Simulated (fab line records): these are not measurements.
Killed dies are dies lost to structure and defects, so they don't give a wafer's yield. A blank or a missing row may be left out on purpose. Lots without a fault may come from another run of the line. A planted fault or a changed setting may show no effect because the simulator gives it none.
Lot-split experiment    flow n5 finfet    21 wafers read across 7 lots, on a route 1938 steps long

== ABOUT THE SPLIT ==
At N5_BEOL_M13_ETCH_59 (etches BARC in N2/H2, target depth 89 nm, overetch 26.7 nm, time 67.9 s), the setting time s was moved away from the recipe's 67.9 s on 6 of the 21 wafers read, by -19.1% to +14.9%. This setting was run at the recipe's value on the other wafers.

Split to reading: the file shows no intervening step.

== THE READING ==
coat_of_BEOL_M13_COAT_04.thk nm (the simulator's own value, which no gauge read), in nm, at N5_BEOL_M13_VIA_ETCH_16 (etches SiOC in C4F8/O2/Ar, target depth 921.7 nm). The file gives no usual value for it. Here, 15 wafers ran the recipe; their average is 71.4 nm with a standard deviation of 3.1 nm.

wafer   tool, chamber at the split  time s as run, s  against the recipe  coat_of_BEOL_M13_COAT_04.thk nm, nm  against lot-mates on the recipe
L079.1  rie diel-03, 1              67.9              recipe              76.6                                 -
L079.2  rie diel-03, 3              54.95             -19.1%              88.6                                 +13.1
L079.3  rie diel-03, 0              67.9              recipe              74.4                                 -
L078.3  rie diel-03, 0              67.9              recipe              68.4                                 -
L078.5  rie diel-03, 2              67.9              recipe              68.2                                 -
L078.6  rie diel-03, 1              67.9              recipe              71.4                                 -
L084.2  rie diel-03, 1              67.9              recipe              74                                   -
L084.3  rie diel-03, 2              67.9              recipe              74.2                                 -
L084.4  rie diel-03, 3              67.9              recipe              71.6                                 -
L086.1  rie diel-03, 0              67.9              recipe              71.2                                 -
L086.5  rie diel-03, 0              67.9              recipe              65.6                                 -
L086.6  rie diel-03, 3              67.9              recipe              68                                   -
L089.2  rie diel-04, 1              67.9              recipe              72.2                                 -
L089.5  rie diel-04, 1              67.9              recipe              72.6                                 -
L089.6  rie diel-04, 0              75.47             +11.1%              62.2                                 -10.2
L092.2  rie diel-06, 0              78.02             +14.9%              66.6                                 -8.2
L092.3  rie diel-06, 2              67.9              recipe              74.8                                 -
L092.6  rie diel-06, 2              78.02             +14.9%              61.4                                 -13.4
L094.2  rie diel-06, 2              59.66             -12.1%              78.4                                 +10.8
L094.5  rie diel-06, 3              67.9              recipe              67.6                                 -
L094.6  rie diel-06, 0              59.66             -12.1%              73.2                                 +5.6

THE FIT
A straight line over all 21 wafers: coat_of_BEOL_M13_COAT_04.thk nm changes by -0.618 nm for each +1% of time s; r = -0.82; the points scatter about the line by 3.5 nm.
The same after taking each lot's own level away (the mean of its wafers on the recipe; 21 wafers): -0.721 nm for each +1%; r = -0.96; scatter 1.8 nm.
Per that fit: largest time s move, reading shift of 14 nm.
Measured against the standard deviation above, the lots' own levels, which go from 67.60 to 75.50 nm, span 2.6 times it.
Hence the slope depends on the lot-to-lot level, as the two fits are not the same.
Check: +13.8 nm against its lot-mates is what the line predicts for one of the wafers moved furthest among these (-19.1%) when that wafer is left out of the fit. Against them it came out at +13.1 nm.

== ADDITIONAL SPLITS CARRIED BY THESE WAFERS ==
Other splits were also applied to these wafers ahead of the reading. Each is held against what the fit with the lots' levels taken away leaves over:
other split on the same wafers  wafers away from the commonest value  r with coat_of_BEOL_M13_COAT_04.thk nm (lot level and that fit taken away)
N5_BEOL_M12_SPUTTER_44 time s   2                                     -0.29
N5_BEOL_M13_EXPOSE_07 dose mj   8                                     +0.30

== THE WHOLE CHAIN: every reading that the file lists as answering this split, in the file's order ==
step                     what it does                                                             reading                                                                           change (the file's fit)                r (the file's)
N5_BEOL_M13_ETCH_59      etches BARC in N2/H2, target depth 89 nm, overetch 26.7 nm, time 67.9 s  coat_of_BEOL_M13_COAT_04.thk nm (the simulator's own value, which no gauge read)  -0.645 nm for each +1% of the setting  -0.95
N5_BEOL_M13_VIA_ETCH_16  etches SiOC in C4F8/O2/Ar, target depth 921.7 nm                         coat_of_BEOL_M13_COAT_04.thk nm (the simulator's own value, which no gauge read)  -0.728 nm for each +1% of the setting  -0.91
N5_BEOL_M13_STRIP_63     strips in N2/H2                                                          strip time to endpoint s                                                          withheld for each +1% of the setting   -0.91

== FILE'S OWN FIT ==
coat_of_BEOL_M13_COAT_04.thk nm changes by -0.728 nm for each +1% of time s, r = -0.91.
